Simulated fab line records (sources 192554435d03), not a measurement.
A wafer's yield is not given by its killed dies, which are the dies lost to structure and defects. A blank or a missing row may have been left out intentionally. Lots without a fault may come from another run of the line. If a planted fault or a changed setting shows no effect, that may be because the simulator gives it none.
fab line records    flow n5Finfet    part 1 of 2: steps 1 to 4 of 6
[record] lots = 22  wafers = 66  lastDay = 18
route steps=1938 shown WELL_APT@43 PMOS_HMC_CHANNEL_EPI@74 FIN_SAQP@112 FIN_CUT@168
lots with no fault: from the same line, run without faults
startH: hours from the record's opening day to when the first of the lot's shown wafers began    waitH: how many hours have passed since the lot's step before this one    " repeats the value in the row above    L1.1+2: one row covering several wafers at once    - either no value or no given start    * or withheld: withheld    < > ~ a bound
route shown NAME@n: names a module that has steps shown in the file, with the first one's number in the route    usual: the fault-free wafers' mean and standard deviation    same: alike in all rows    chamber/n: place in a boat    sites: each site's reading    _std_site: how widely they spread, as a standard deviation    _edge_site: mean of outer sites minus mean of inner sites    radiusMm: how far each site lies from the wafer's centre    mask NAME#n: copy n    behind: the last tool/chamber to shape the wafer    hold: why the lot was held/for how many hours/how that ended    device: the n, p or np transistor that did not switch    end of line: at the end of the route, the tests of the same wafers    a step without rows: its recipe alone    killed: not the wafer's yield, but the dies lost to structure and defects at the first sort    map: a wafer's dies, x killed, . not, _ none there
set.NAME: the setting the step ran with; set.NAME@STEP: the setting that earlier step ran with    model.NAME: the simulator's own value behind a step, which no gauge read
a sample of lots followed through the steps of the route, with each step as a table and each wafer as a row
services: the hour from which a tool's chamber was out of use, counted from the record's first day as startH (under 0 if before that day), plus the number of hours and why
[[steps]]
[step N5_WELL_APT_CD_MEAS_25]
[recipe] targetCdNm = 200  landingEnergyEv = 500  detector = seInlens
[usual] cdNm = 200.4/1.6
lot.wafer  tool      chamber  startH  waitH  cdNm
L074.3     cdSem-03  0        17.17   -      202.3
L074.4     "         0        "       "      200.9
L074.5     "         0        "       "      202.1
L075.1     cdSem-01  0        21.38   -      200.9
L075.3     "         0        "       "      200.7
L075.6     "         0        "       "      199.5
L076.1     cdSem-01  0        26.83   -      200.7
L076.3     "         0        "       "      200.3
L076.4     "         0        "       "      199.1
L078.1     cdSem-01  0        39.96   -      199.7
L078.4     "         0        "       "      199.7
L078.5     "         0        "       "      198.2
L079.1     cdSem-01  0        45.03   -      203.4
L079.4     "         0        "       "      203.0
L079.6     "         0        "       "      200.8
L080.1     cdSem-03  0        50.96   -      200.4
L080.3     "         0        "       "      202.0
L080.5     "         0        "       "      201.4
L081.1     cdSem-01  0        57.03   -      199.3
L081.2     "         0        "       "      199.7
L081.5     "         0        "       "      200.3
L082.1     cdSem-03  0        62.92   -      201.7
L082.5     "         0        "       "      200.7
L082.6     "         0        "       "      200.7
L083.4     cdSem-02  0        69.31   -      202.5
L083.5     "         0        "       "      202.5
L083.6     "         0        "       "      202.3
L085.2     cdSem-02  0        80.83   -      202.1
L085.4     "         0        "       "      202.5
L085.6     "         0        "       "      201.1
L086.1     cdSem-01  0        87.12   -      201.1
L086.2     "         0        "       "      200.4
L086.3     "         0        "       "      198.7
L087.1     cdSem-01  0        92.96   -      199.5
L087.2     "         0        "       "      200.1
L087.6     "         0        "       "      199.6
L088.1     cdSem-01  0        98.85   -      199.3
L088.4     "         0        "       "      198.1
L088.6     "         0        "       "      197.0
L089.2     cdSem-01  0        105.02  -      198.7
L089.3     "         0        "       "      197.1
L089.5     "         0        "       "      197.1
L090.3     cdSem-01  0        110.77  -      201.2
L090.4     "         0        "       "      200.9
L090.5     "         0        "       "      199.8
L091.2     cdSem-02  0        116.93  -      198.0
L091.4     "         0        "       "      200.0
L091.6     "         0        "       "      198.8
L092.2     cdSem-02  0        122.84  -      201.8
L092.3     "         0        "       "      200.4
L092.5     "         0        "       "      199.0
L093.1     cdSem-03  0        129.11  -      203.3
L093.4     "         0        "       "      201.5
L093.6     "         0        "       "      200.8
L094.1     cdSem-02  0        135.38  -      197.8
L094.3     "         0        "       "      199.7
L094.4     "         0        "       "      198.0
L095.2     cdSem-01  0        140.85  -      201.7
L095.3     "         0        "       "      201.4
L095.4     "         0        "       "      201.5
L096.3     cdSem-02  0        147.71  -      199.2
L096.4     "         0        "       "      200.1
L096.5     "         0        "       "      199.6
L097.2     cdSem-01  0        153.16  -      198.6
L097.3     "         0        "       "      199.9
L097.4     "         0        "       "      199.1
[step N5_PMOS_HMC_CHANNEL_EPI_FIN_RECESS_16]
[recipe] chemistry = HBr/Cl2  target = Si  maskMaterial = SiO2  targetDepthA = 540  timeS = 18  pressureMtorr = 10  icpW = 800  biasW = 75  HBr_flow_sccm = 150  Cl2_flow_sccm = 80
[usual] drypumpMotorCurrentA = 5.8/0.4  oesProductAu = 0.997/0.012  rfFwdPowerW = 796/3  throttleValvePct = 35.56/0.14
lot.wafer  tool      chamber  startH  waitH  drypumpMotorCurrentA  oesProductAu  rfFwdPowerW  rfHoursCounterH  throttleValvePct
L074.3     rieSi-06  3        20.18   0.0    5.7                   1.008         798          126              35.47
L074.4     "         0        "       "      5.7                   1.002         802          32               35.62
L074.5     "         0        "       "      5.7                   0.994         801          -                35.64
L075.1     rieSi-06  3        25.87   0.0    5.7                   0.990         796          126              35.47
L075.3     "         0        "       "      5.7                   0.989         797          32               35.64
L075.6     "         1        "       "      5.6                   1.002         797          -                35.55
L076.1     rieSi-06  0        30.02   0.0    5.7                   0.985         801          32               35.65
L076.3     "         2        "       "      5.7                   1.003         798          86               35.50
L076.4     "         3        "       "      5.7                   0.996         792          126              35.48
L078.1     rieSi-06  1        42.98   0.0    5.6                   0.988         796          134              35.56
L078.4     "         2        "       "      5.8                   1.003         802          86               35.48
L078.5     "         3        "       "      5.6                   1.002         800          -                35.47
L079.1     rieSi-06  3        47.91   0.0    5.6                   1.001         798          126              35.48
L079.4     "         2        "       "      5.8                   0.997         793          86               35.49
L079.6     "         2        "       "      5.8                   1.004         797          -                35.50
L080.1     rieSi-02  1        53.61   0.0    5.7                   1.000         792          67               35.67
L080.3     "         2        "       "      6.7                   1.008         793          200              35.96
L080.5     "         0        "       "      4.9                   1.008         797          -                35.23
L081.1     rieSi-02  0        60.20   0.0    4.9                   1.013         794          22               35.22
L081.2     "         2        "       "      6.7                   1.010         797          200              35.93
L081.5     "         1        "       "      5.7                   1.013         798          -                35.65
L082.1     rieSi-06  3        66.03   0.0    5.6                   0.995         798          127              35.48
L082.5     "         3        "       "      5.6                   1.001         797          -                35.48
L082.6     "         0        "       "      5.7                   0.993         801          -                35.65
L083.4     rieSi-06  0        72.03   0.0    5.6                   0.989         800          33               35.65
L083.5     "         1        "       "      5.6                   0.977         792          -                35.55
L083.6     "         2        "       "      5.8                   1.003         799          -                35.49
L085.2     rieSi-02  3        84.52   0.0    6.6                   0.974         793          26               35.61
L085.4     "         0        "       "      4.9                   1.017         791          -                35.22
L085.6     "         1        "       "      5.7                   1.015         797          -                35.65
L086.1     rieSi-06  3        90.01   0.0    5.6                   1.006         795          127              35.47
L086.2     "         1        "       "      5.6                   0.993         792          135              35.54
L086.3     "         0        "       "      5.7                   0.980         795          33               35.65
L087.1     rieSi-02  0        95.67   0.0    5.0                   1.014         793          22               35.24
L087.2     "         3        "       "      6.5                   0.962         793          26               35.61
L087.6     "         1        "       "      5.7                   1.004         792          -                35.67
L088.1     rieSi-02  0        102.21  0.0    5.0                   1.018         794          23               35.22
L088.4     "         3        "       "      6.6                   0.973         797          26               35.62
L088.6     "         2        "       "      6.7                   1.023         796          -                35.88
L089.2     rieSi-02  3        107.79  0.0    6.6                   0.962         792          26               35.63
L089.3     "         0        "       "      4.9                   1.014         794          23               35.22
L089.5     "         2        "       "      6.7                   1.006         796          -                35.89
L090.3     rieSi-06  1        113.49  0.0    5.6                   0.993         795          135              35.55
L090.4     "         3        "       "      5.7                   1.000         796          127              35.46
L090.5     "         0        "       "      5.6                   0.996         795          -                35.65
L091.2     rieSi-06  0        119.65  0.0    5.7                   0.991         801          33               35.66
L091.4     "         2        "       "      5.8                   1.007         796          87               35.50
L091.6     "         2        "       "      5.7                   1.000         796          -                35.50
L092.2     rieSi-06  1        125.50  0.0    5.6                   0.991         796          135              35.56
L092.3     "         2        "       "      5.8                   0.999         799          87               35.48
L092.5     "         0        "       "      5.7                   0.993         796          -                35.65
L093.1     rieSi-05  1        137.77  0.0    5.6                   0.985         788          108              35.39
L093.4     "         3        "       "      5.2                   0.991         799          71               35.64
L093.6     "         1        "       "      5.6                   0.986         792          -                35.40
L094.1     rieSi-06  1        138.91  0.0    5.6                   0.998         800          136              35.55
L094.3     "         0        "       "      5.6                   1.003         797          33               35.63
L094.4     "         3        "       "      5.6                   0.991         796          128              35.46
L095.2     rieSi-06  0        145.33  0.0    5.6                   0.996         801          34               35.63
L095.3     "         2        "       "      5.8                   1.008         798          88               35.48
L095.4     "         3        "       "      5.6                   1.000         797          128              35.48
L096.3     rieSi-06  0        150.40  0.0    5.7                   0.991         795          34               35.65
L096.4     "         3        "       "      5.6                   0.996         796          128              35.48
L096.5     "         0        "       "      5.7                   0.994         791          -                35.64
L097.2     rieSi-05  3        156.67  0.0    5.2                   0.998         796          72               35.65
L097.3     "         0        "       "      6.2                   1.016         803          127              35.61
L097.4     "         1        "       "      5.6                   0.986         792          109              35.38
[step N5_FIN_SAQP_OVL_MEAS_17]
[recipe] pointsPerWafer = 44
[usual] FIN_CORE_OVL = -0.3/0.78
[same] pointsPerWafer = 44
lot.wafer  tool        chamber  startH  waitH  FIN_CORE_OVL[nm]
L074.3     overlay-01  0        23.99   0.0    -0.1
L074.4     "           0        "       "      -0.2
L074.5     "           0        "       "      0.5
L075.1     overlay-02  0        29.57   0.0    -2.3
L075.3     "           0        "       "      -0.5
L075.6     "           0        "       "      -1.1
L076.1     overlay-01  0        33.84   0.0    -1.3
L076.3     "           0        "       "      -0.4
L076.4     "           0        "       "      -0.8
L078.1     overlay-02  0        46.75   0.0    0.1
L078.4     "           0        "       "      0.1
L078.5     "           0        "       "      -0.3
L079.1     overlay-01  0        51.72   0.0    -0.6
L079.4     "           0        "       "      -0.7
L079.6     "           0        "       "      0.6
L080.1     overlay-01  0        58.99   0.0    -1.7
L080.3     "           0        "       "      -0.7
L080.5     "           0        "       "      0.1
L081.1     overlay-01  0        64.25   0.0    0.8
L081.2     "           0        "       "      -0.3
L081.5     "           0        "       "      0.2
L082.1     overlay-02  0        70.34   0.0    -0.5
L082.5     "           0        "       "      -2.1
L082.6     "           0        "       "      -1.0
L083.4     overlay-02  0        76.61   0.0    0.0
L083.5     "           0        "       "      -0.6
L083.6     "           0        "       "      -0.4
L085.2     overlay-02  0        89.27   0.0    -0.6
L085.4     "           0        "       "      -1.6
L085.6     "           0        "       "      -1.7
L086.1     overlay-02  0        94.19   0.0    -0.2
L086.2     "           0        "       "      -0.4
L086.3     "           0        "       "      1.2
L087.1     overlay-02  0        102.56  0.0    -0.7
L087.2     "           0        "       "      -0.5
L087.6     "           0        "       "      -0.5
L088.1     overlay-01  0        106.38  0.0    0.1
L088.4     "           0        "       "      0.6
L088.6     "           0        "       "      -0.3
L089.2     overlay-01  0        111.95  0.0    -0.7
L089.3     "           0        "       "      0.6
L089.5     "           0        "       "      0.3
L090.3     overlay-02  0        117.58  0.0    0.3
L090.4     "           0        "       "      0.0
L090.5     "           0        "       "      -0.8
L091.2     overlay-02  0        124.24  0.0    0.1
L091.4     "           0        "       "      0.7
L091.6     "           0        "       "      -0.2
L092.2     overlay-01  0        130.37  0.0    -0.5
L092.3     "           0        "       "      -0.2
L092.5     "           0        "       "      -0.6
L093.1     overlay-02  0        142.08  0.0    1.0
L093.4     "           0        "       "      0.5
L093.6     "           0        "       "      1.2
L094.1     overlay-01  0        142.94  0.0    0.7
L094.3     "           0        "       "      1.2
L094.4     "           0        "       "      -1.9
L095.2     overlay-01  0        149.33  0.0    0.6
L095.3     "           0        "       "      -1.1
L095.4     "           0        "       "      -0.6
L096.3     overlay-01  0        154.94  0.0    -0.5
L096.4     "           0        "       "      0.2
L096.5     "           0        "       "      -1.0
L097.2     overlay-02  0        160.41  0.0    0.8
L097.3     "           0        "       "      -0.8
L097.4     "           0        "       "      -0.4
[step N5_FIN_SAQP_ETCH_67]
[recipe] chemistry = CH3F/O2  target = SiNx  targetDepthA = 300  maskMaterial = SOC  pressureMtorr = 30  sourceW = 395  biasW = 73  Ar_flow_sccm = 150  CH3F_flow_sccm = 30  O2_flow_sccm = 20  ionEnergyEv = 120
[usual] drypumpMotorCurrentA = 5.7/0.48  oesProductAu = 0.76/0.085  rfFwdPowerW = 390.7/2  rfVppV = 299/3.8  showerheadPlenumPTorr = 2.00/0.079  throttleValvePct = 16.43/0.27
lot.wafer  tool        chamber  startH  waitH  drypumpMotorCurrentA  oesProductAu  rfFwdPowerW  rfHoursCounterH  rfVppV  showerheadPlenumPTorr  throttleValvePct
L074.3     rieDiel-02  1        28.39   0.0    6.5                   0.88          393.2        38               299     2.12                   15.96
L074.4     "           2        "       "      5.9                   0.77          390.9        142              303     2.08                   16.21
L074.5     "           1        "       "      6.6                   0.87          392.8        -                299     2.12                   15.96
L075.1     rieDiel-05  1        32.49   0.0    5.2                   0.91          391.9        22               306     2.04                   16.46
L075.3     "           3        "       "      4.8                   0.74          392.0        140              300     2.09                   16.33
L075.6     "           3        "       "      4.8                   0.74          392.0        -                301     2.09                   16.35
L076.1     rieDiel-05  2        37.13   0.0    5.5                   0.69          389.6        222              294     1.90                   16.57
L076.3     "           0        "       "      5.9                   0.69          386.9        227              296     1.97                   16.34
L076.4     "           3        "       "      4.9                   0.74          393.1        142              299     2.09                   16.35
L078.1     rieDiel-02  3        49.89   0.0    5.7                   0.71          389.6        190              299     1.98                   16.38
L078.4     "           0        "       "      6.4                   0.78          389.9        132              300     2.00                   16.10
L078.5     "           1        "       "      6.6                   0.87          392.6        -                301     2.11                   15.98
L079.1     rieDiel-02  3        54.72   0.0    5.7                   0.71          390.3        192              301     1.98                   16.38
L079.4     "           2        "       "      5.9                   0.76          391.8        151              304     2.08                   16.22
L079.6     "           0        "       "      6.4                   0.78          388.9        -                299     2.00                   16.10
L080.1     rieDiel-05  1        62.10   0.0    5.2                   0.89          392.6        33               307     2.04                   16.46
L080.3     "           0        "       "      5.9                   0.67          387.2        238              296     1.97                   16.37
L080.5     "           2        "       "      5.6                   0.68          388.0        -                295     1.89                   16.58
L081.1     rieDiel-06  2        67.16   0.0    5.1                   0.75          393.2        150              297     1.92                   16.61
L081.2     "           1        "       "      5.9                   0.69          390.1        215              297     1.90                   16.84
L081.5     "           2        "       "      5.1                   0.75          393.7        -                296     1.92                   16.62
L082.1     rieDiel-06  2        74.25   0.1    5.1                   0.74          392.4        153              298     1.92                   16.62
L082.5     "           1        "       "      5.9                   0.68          388.1        -                296     1.90                   16.87
L082.6     "           2        "       "      5.1                   0.73          391.6        -                298     1.92                   16.63
L083.4     rieDiel-05  0        80.33   0.0    5.9                   0.66          386.0        244              296     1.97                   16.38
L083.5     "           2        "       "      5.6                   0.68          387.9        -                294     1.89                   16.61
L083.6     "           1        "       "      5.2                   0.88          390.8        -                306     2.03                   16.47
L085.2     rieDiel-02  1        92.43   0.0    6.5                   0.84          391.1        58               299     2.11                   16.02
L085.4     "           2        "       "      5.9                   0.76          393.3        163              303     2.07                   16.24
L085.6     "           2        "       "      5.9                   0.76          394.4        -                304     2.07                   16.24
L086.1     rieDiel-05  3        98.99   0.0    4.8                   0.72          391.7        164              299     2.08                   16.38
L086.2     "           1        "       "      5.2                   0.87          393.6        45               307     2.03                   16.48
L086.3     "           2        "       "      5.5                   0.67          390.5        242              295     1.89                   16.62
L087.1     rieDiel-02  3        105.46  0.0    5.7                   0.69          389.8        206              299     1.98                   16.41
L087.2     "           2        "       "      5.9                   0.74          391.4        166              303     2.07                   16.26
L087.6     "           2        "       "      5.9                   0.74          390.0        -                304     2.07                   16.25
L088.1     rieDiel-02  0        109.28  0.0    6.4                   0.77          388.1        149              299     2.00                   16.13
L088.4     "           1        "       "      6.6                   0.83          392.3        63               300     2.11                   16.02
L088.6     "           3        "       "      5.8                   0.68          390.5        -                300     1.98                   16.42
L089.2     rieDiel-06  0        115.09  0.0    5.8                   0.69          392.0        208              290     1.97                   16.68
L089.3     "           3        "       "      5.8                   0.94          392.2        12               302     2.13                   16.11
L089.5     "           1        "       "      5.9                   0.69          389.7        -                297     1.89                   16.88
L090.3     rieDiel-06  3        120.51  0.0    5.7                   0.94          392.4        13               303     2.13                   16.13
L090.4     "           0        "       "      5.8                   0.70          392.6        210              293     1.97                   16.70
L090.5     "           1        "       "      5.9                   0.69          389.3        -                294     1.89                   16.89
L091.2     rieDiel-06  0        127.66  0.0    5.8                   0.69          391.9        213              292     1.97                   16.70
L091.4     "           2        "       "      5.1                   0.73          391.5        170              297     1.91                   16.67
L091.6     "           1        "       "      5.9                   0.68          388.4        -                297     1.89                   16.89
L092.2     rieDiel-05  3        133.27  0.0    4.9                   0.71          391.6        179              300     2.07                   16.39
L092.3     "           0        "       "      5.9                   0.97          386.5        7                296     1.96                   15.89
L092.5     "           1        "       "      5.2                   0.84          393.1        -                307     2.03                   16.52
L093.1     rieDiel-06  3        145.12  0.0    5.8                   0.92          391.1        21               303     2.13                   16.15
L093.4     "           1        "       "      5.9                   0.67          390.9        -                297     1.89                   16.90
L093.6     "           0        "       "      5.8                   0.69          391.0        -                292     1.97                   16.69
L094.1     rieDiel-02  0        145.84  0.0    6.3                   0.76          388.7        160              300     2.00                   16.14
L094.3     "           2        "       "      6.0                   0.74          389.8        179              304     2.07                   16.27
L094.4     "           3        "       "      5.7                   0.68          391.9        219              301     1.97                   16.44
L095.2     rieDiel-06  3        152.72  0.0    5.7                   0.90          391.8        25               304     2.13                   16.14
L095.3     "           0        "       "      5.8                   0.69          392.6        223              293     1.97                   16.71
L095.4     "           1        "       "      5.9                   0.67          388.4        244              297     1.89                   16.91
L096.3     rieDiel-05  3        158.06  0.0    4.9                   0.70          393.2        189              300     2.07                   16.43
L096.4     "           3        "       "      4.8                   0.69          392.8        -                300     2.07                   16.42
L096.5     "           0        "       "      5.9                   0.92          386.1        -                295     1.96                   15.91
L097.2     rieDiel-06  2        164.06  0.0    5.1                   0.72          390.2        178              299     1.91                   16.66
L097.3     "           0        "       "      5.8                   0.69          389.3        228              293     1.97                   16.73
L097.4     "           1        "       "      5.9                   0.67          389.1        249              297     1.89                   16.94
